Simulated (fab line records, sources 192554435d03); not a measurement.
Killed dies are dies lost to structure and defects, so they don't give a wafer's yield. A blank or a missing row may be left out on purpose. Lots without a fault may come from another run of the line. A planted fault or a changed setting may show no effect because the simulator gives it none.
Split-lot experiment | flow n5_finfet | 7 lots, 21 wafers read, on a route of 1938 steps

THE SPLIT
At N5_MIM_TOP_LITHO_EXPOSE_05 (exposes mask MIM TOP, target cd 2000 nm), the setting dose_mj was moved away from the recipe's 20.5 on 6 of the 21 wafers read, by -6.3% to +4.9%. The other wafers ran this setting at the recipe's value.

FROM THE SPLIT TO THE READING: what the file shows between them, 3 steps
- N5_MIM_TOP_LITHO_PEB_06
- N5_MIM_TOP_LITHO_DEVELOP_07: develop time 60 s
- N5_MIM_TOP_LITHO_HARDBAKE_09: time 120 s

THE READING
cd_nm, in nm, at N5_MIM_TOP_LITHO_CD_MEAS_08 (target cd 2000 nm). Fault-free wafers of this fab line usually give 2000.4 nm, standard deviation 2.3 nm.

wafer  | tool, chamber at the split | dose_mj as run | against the recipe | cd_nm, nm | against lot-mates on the recipe
L076.3 | krf_scanner-02, 0          | 20.5           | recipe             | 1997.4    | -
L076.4 | krf_scanner-02, 0          | 21.51          | +4.9%              | 1989.6    | -8.7
L076.6 | krf_scanner-02, 0          | 20.5           | recipe             | 1999.1    | -
L078.2 | krf_scanner-01, 0          | 20.5           | recipe             | 2001.8    | -
L078.3 | krf_scanner-01, 0          | 20.5           | recipe             | 2000.4    | -
L078.5 | krf_scanner-01, 0          | 20.5           | recipe             | 1999.0    | -
L082.1 | krf_scanner-01, 0          | 20.5           | recipe             | 1999.0    | -
L082.4 | krf_scanner-01, 0          | 20.5           | recipe             | 1997.5    | -
L082.5 | krf_scanner-01, 0          | 20.5           | recipe             | 2000.9    | -
L081.1 | krf_scanner-01, 0          | 20.5           | recipe             | 2001.1    | -
L081.5 | krf_scanner-01, 0          | 21.08          | +2.8%              | 1996.5    | -4.6
L081.6 | krf_scanner-01, 0          | 21.08          | +2.8%              | 1995.1    | -6.0
L083.1 | krf_scanner-01, 0          | 20.5           | recipe             | 1997.7    | -
L083.4 | krf_scanner-01, 0          | 20.5           | recipe             | 1995.7    | -
L083.6 | krf_scanner-01, 0          | 20.5           | recipe             | 1999.7    | -
L088.1 | krf_scanner-01, 0          | 20.5           | recipe             | 2002.1    | -
L088.2 | krf_scanner-01, 0          | 19.32          | -5.8%              | 2015.0    | +12.8
L088.6 | krf_scanner-01, 0          | 20.5           | recipe             | 2002.4    | -
L093.1 | krf_scanner-02, 0          | 19.21          | -6.3%              | 2014.2    | +13.0
L093.4 | krf_scanner-02, 0          | 20.5           | recipe             | 2001.2    | -
L093.5 | krf_scanner-02, 0          | 19.21          | -6.3%              | 2012.3    | +11.1

THE FIT
A straight line over all 21 wafers: cd_nm changes by -2.15 nm for each +1% of dose_mj; r = -0.95; the points scatter about the line by 2 nm.
The same after taking each lot's own level away (the mean of its wafers on the recipe; 21 wafers): -1.94 nm for each +1%; r = -0.98; scatter 1.2 nm.
On that fit, the largest move of dose_mj shifts the reading by 12 nm.
The lots' own levels span 1997.70 to 2002.25 nm, that is 2.0 times the standard deviation above.
So the lot-to-lot level changes the slope: the two fits differ.
Check: with one of the wafers moved furthest among these (-6.3%) left out of the fit, the line predicts +12.1 nm for it against its lot-mates. It came out at +13 nm against them.

OTHER SPLITS ON THESE WAFERS
These wafers also went through other splits before the reading. Each is held against what the fit with the lots' levels taken away leaves over:
other split on the same wafers      | wafers away from the commonest value | r with cd_nm (lot level and that fit taken away)
N5_BEOL_M11_TRENCH_ETCH_37 source_w | 5                                    | +0.16
N5_BEOL_M13_ETCH_68 time_s          | 5                                    | -0.27
N5_BEOL_M13_SPUTTER_44 time_s       | 4                                    | +0.35
N5_BEOL_M14_ETCH_68 time_s          | 4                                    | -0.14
N5_BEOL_M14_TRENCH_ETCH_34 bias_w   | 5                                    | -0.01
N5_BEOL_M15_ETCH_61 bias_w          | 5                                    | +0.25

THE WHOLE CHAIN: every reading that the file lists as answering this split, in the file's order
step                        | what it does             | reading                                                              | change (the file's fit)              | r (the file's)
N5_MIM_TOP_LITHO_CD_MEAS_08 | target cd 2000 nm        | cd_nm                                                                | -1.97 nm for each +1% of the setting | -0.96
N5_MIM_TOP_LITHO_DESCUM_10  | chemistry O2, time 7.9 s | MIM_TOP_LITHO.cd_nm (the simulator's own value, which no gauge read) | -1.97 nm for each +1% of the setting | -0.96

THE FILE'S OWN FIT
cd_nm changes by -1.97 nm for each +1% of dose_mj, r = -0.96.
